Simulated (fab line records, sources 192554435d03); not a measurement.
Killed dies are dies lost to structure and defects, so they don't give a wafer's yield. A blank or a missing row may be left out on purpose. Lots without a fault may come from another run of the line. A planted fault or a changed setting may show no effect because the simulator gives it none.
Split-lot experiment | flow n5_finfet | 7 lots, 21 wafers read, on a route of 1938 steps

THE SPLIT
At N5_BEOL_M7_ETCH_41 (etches SiCN in CH3F/O2, target depth 31.9 nm, time 57.8 s), the setting bias_w was moved away from the recipe's 75 W on 6 of the 21 wafers read, by -8.9% to +13.1%. The other wafers ran this setting at the recipe's value.

The reading is taken at the split's own step.

THE READING
rf_vpp_V, in V, at N5_BEOL_M7_ETCH_41 (etches SiCN in CH3F/O2, target depth 31.9 nm, time 57.8 s). Fault-free wafers of this fab line usually give 297.2 V, standard deviation 2 V.

wafer  | tool, chamber at the split | bias_w as run, W | against the recipe | rf_vpp_V, V | against lot-mates on the recipe
L076.2 | rie_diel-06, 3             | 68.36            | -8.9%              | 280.9       | -16.3
L076.5 | rie_diel-06, 0             | 75               | recipe             | 296.5       | -
L076.6 | rie_diel-06, 3             | 75               | recipe             | 297.9       | -
L077.1 | rie_diel-06, 1             | 75               | recipe             | 300.1       | -
L077.3 | rie_diel-06, 0             | 75               | recipe             | 295.6       | -
L077.5 | rie_diel-06, 0             | 75               | recipe             | 295.6       | -
L083.3 | rie_diel-02, 0             | 75               | recipe             | 294.1       | -
L083.5 | rie_diel-02, 3             | 84.82            | +13.1%             | 321.8       | +28.0
L083.6 | rie_diel-02, 0             | 75               | recipe             | 293.5       | -
L084.2 | rie_diel-02, 2             | 75               | recipe             | 295.7       | -
L084.5 | rie_diel-02, 3             | 82.75            | +10.3%             | 316.3       | +20.1
L084.6 | rie_diel-02, 2             | 75               | recipe             | 296.7       | -
L088.4 | rie_diel-02, 2             | 75               | recipe             | 295.3       | -
L088.5 | rie_diel-02, 0             | 75               | recipe             | 294.9       | -
L088.6 | rie_diel-02, 1             | 69.24            | -7.7%              | 282.3       | -12.8
L095.2 | rie_diel-03, 1             | 82.22            | +9.6%              | 318.2       | +21.2
L095.5 | rie_diel-03, 2             | 75               | recipe             | 297.0       | -
L095.6 | rie_diel-03, 3             | 82.22            | +9.6%              | 318.4       | +21.4
L097.3 | rie_diel-03, 1             | 75               | recipe             | 298.6       | -
L097.4 | rie_diel-03, 3             | 75               | recipe             | 300.3       | -
L097.5 | rie_diel-03, 1             | 75               | recipe             | 298.2       | -

THE FIT
A straight line over all 21 wafers: rf_vpp_V changes by +1.98 V for each +1% of bias_w; r = +0.98; the points scatter about the line by 2 V.
The same after taking each lot's own level away (the mean of its wafers on the recipe; 21 wafers): +2.02 V for each +1%; r = +0.99; scatter 1.3 V.
On that fit, the largest move of bias_w shifts the reading by 26 V.
The lots' own levels span 293.80 to 299.03 V, that is 2.6 times the standard deviation above.
So the lot-to-lot level changes the slope little: the two slopes agree.
Check: with one of the wafers moved furthest among these (+13.1%) left out of the fit, the line predicts +26.5 V for it against its lot-mates. It came out at +28 V against them.
Tool readings at the split's step, against how far the setting was moved: rf_vpp_V r = +0.98.

OTHER SPLITS ON THESE WAFERS
These wafers also went through other splits before the reading. Each is held against what the fit with the lots' levels taken away leaves over:
other split on the same wafers   | wafers away from the commonest value | r with rf_vpp_V (lot level and that fit taken away)
N5_BEOL_M7_EXPOSE_08 dose_mj     | 6                                    | +0.12
N5_BEOL_M7_TRENCH_ETCH_37 bias_w | 10                                   | -0.19

THE WHOLE CHAIN: every reading that the file lists as answering this split, in the file's order
step               | what it does                                              | reading                                                        | change (the file's fit)                | r (the file's)
N5_BEOL_M7_ETCH_41 | etches SiCN in CH3F/O2, target depth 31.9 nm, time 57.8 s | rf_vpp_V                                                       | +2.01 V for each +1% of the setting    | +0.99
N5_BEOL_M7_ETCH_41 | etches SiCN in CH3F/O2, target depth 31.9 nm, time 57.8 s | etch.depth_nm (the simulator's own value, which no gauge read) | +0.0827 nm for each +1% of the setting | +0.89

THE FILE'S OWN FIT
rf_vpp_V changes by +2.01 V for each +1% of bias_w, r = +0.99.
